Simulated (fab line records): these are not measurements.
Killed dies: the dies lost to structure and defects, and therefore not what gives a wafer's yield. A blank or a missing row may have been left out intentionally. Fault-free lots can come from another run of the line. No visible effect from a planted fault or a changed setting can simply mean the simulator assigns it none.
Lot-split experiment    flow n5_finfet    7 lots, 21 wafers read, on a route of 1938 steps

## SPLIT DETAILS
At N5_MOL_CONTACT_COAG_COAT_64 (time 60 s, resist thk 10 nm), the setting spin_rpm was moved away from the recipe's 1500 rpm on 7 of the 21 wafers read, by -9.5% to +7.9%. This setting was run at the recipe's value on the other wafers.

## FROM THE SPLIT TO THE READING: what the file shows between them, 3 steps
- N5_MOL_CONTACT_COAG_COAT_34: resist thk 40 nm
- N5_MOL_CONTACT_COAG_EBR_36
- N5_MOL_CONTACT_COAG_DESCUM_45: chemistry O2, time 7 s

## THE READING
etch.depth_nm (the simulator's own value, which no gauge read), in nm, at N5_MOL_CONTACT_COAG_ETCH_65 (etches underlayer in N2/H2, target depth 13 nm, time 10.4 s). No usual value for it is given in the file. Average 10.022 nm, standard deviation 0.036 nm, over the 14 wafers here run with the recipe.

wafer   tool, chamber at the split  spin_rpm as run, rpm  against the recipe  etch.depth_nm, nm  against lot-mates on the recipe
L074.2  litho_track-03, 0           1358                  -9.5%               10.47              +0.430
L074.3  litho_track-03, 0           1358                  -9.5%               10.52              +0.480
L074.4  litho_track-03, 0           1500                  recipe              10.04              -
L076.1  litho_track-01, 0           1500                  recipe              10.03              -
L076.2  litho_track-01, 0           1453                  -3.1%               10.15              +0.130
L076.5  litho_track-01, 0           1500                  recipe              10.01              -
L084.3  litho_track-02, 0           1380                  -8.0%               10.39              +0.405
L084.5  litho_track-02, 0           1500                  recipe              9.981              -
L084.6  litho_track-02, 0           1500                  recipe              9.989              -
L085.1  litho_track-01, 0           1500                  recipe              10.09              -
L085.5  litho_track-01, 0           1500                  recipe              10.05              -
L085.6  litho_track-01, 0           1500                  recipe              10.05              -
L092.1  litho_track-01, 0           1500                  recipe              10.02              -
L092.2  litho_track-01, 0           1500                  recipe              9.996              -
L092.3  litho_track-01, 0           1618                  +7.9%               9.647              -0.361
L093.2  litho_track-03, 0           1388                  -7.5%               10.32              +0.381
L093.4  litho_track-03, 0           1388                  -7.5%               10.32              +0.381
L093.3  litho_track-03, 0           1500                  recipe              9.939              -
L091.1  litho_track-02, 0           1500                  recipe              10.04              -
L091.5  litho_track-02, 0           1500                  recipe              10.05              -
L091.6  litho_track-02, 0           1500                  recipe              10.02              -

FIT RESULTS
A straight line over all 21 wafers: etch.depth_nm changes by -0.0465 nm for each +1% of spin_rpm; r = -0.98; the points scatter about the line by 0.037 nm.
The same after taking each lot's own level away (the mean of its wafers on the recipe; 21 wafers): -0.0486 nm for each +1%; r = -1.00; scatter 0.016 nm.
On that fit, the largest move of spin_rpm shifts the reading by 0.46 nm.
Across the lots, their own levels run from 9.9390 to 10.0633 nm, a range of 3.5 times the standard deviation given above.
The two slopes are in agreement: the lot-to-lot level therefore moves the slope only a little.
Check: +0.47 nm against its lot-mates is what the line predicts for one of the wafers moved furthest among these (-9.5%) when that wafer is left out of the fit. It came out at +0.43 nm against them.

## FURTHER SPLITS ON THESE WAFERS
Before the reading, these wafers also passed through other splits. Each is held against what the fit with the lots' levels taken away leaves over:
other split on the same wafers                wafers away from the commonest value  r with etch.depth_nm (lot level and that fit taken away)
N5_GATE_CUT_COAT_35 spin_rpm                  7                                     -0.13
N5_GATE_CUT_COAT_27 spin_rpm                  6                                     +0.13
N5_MOL_CONTACT_COAG_CONTACT_ETCH_14 source_w  6                                     -0.13

## THE WHOLE CHAIN: every reading that the file lists as answering this split, in the file's order
step                         what it does                                                 reading                                                                                         change (the file's fit)                 r (the file's)
N5_MOL_CONTACT_COAG_COAT_64  time 60 s, resist thk 10 nm                                  underlayer_of_MOL_CONTACT_COAG_COAT_64.thk_nm (the simulator's own value, which no gauge read)  -0.0523 nm for each +1% of the setting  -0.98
N5_MOL_CONTACT_COAG_ETCH_65  etches underlayer in N2/H2, target depth 13 nm, time 10.4 s  CAR-EUV_of_MOL_CONTACT_COAG_COAT_34.thk_nm (the simulator's own value, which no gauge read)     +0.0613 nm for each +1% of the setting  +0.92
N5_MOL_CONTACT_COAG_ETCH_65  etches underlayer in N2/H2, target depth 13 nm, time 10.4 s  etch.depth_nm (the simulator's own value, which no gauge read)                                  -0.0485 nm for each +1% of the setting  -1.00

## FILE'S OWN FIT
etch.depth_nm changes by -0.0485 nm for each +1% of spin_rpm, r = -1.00.
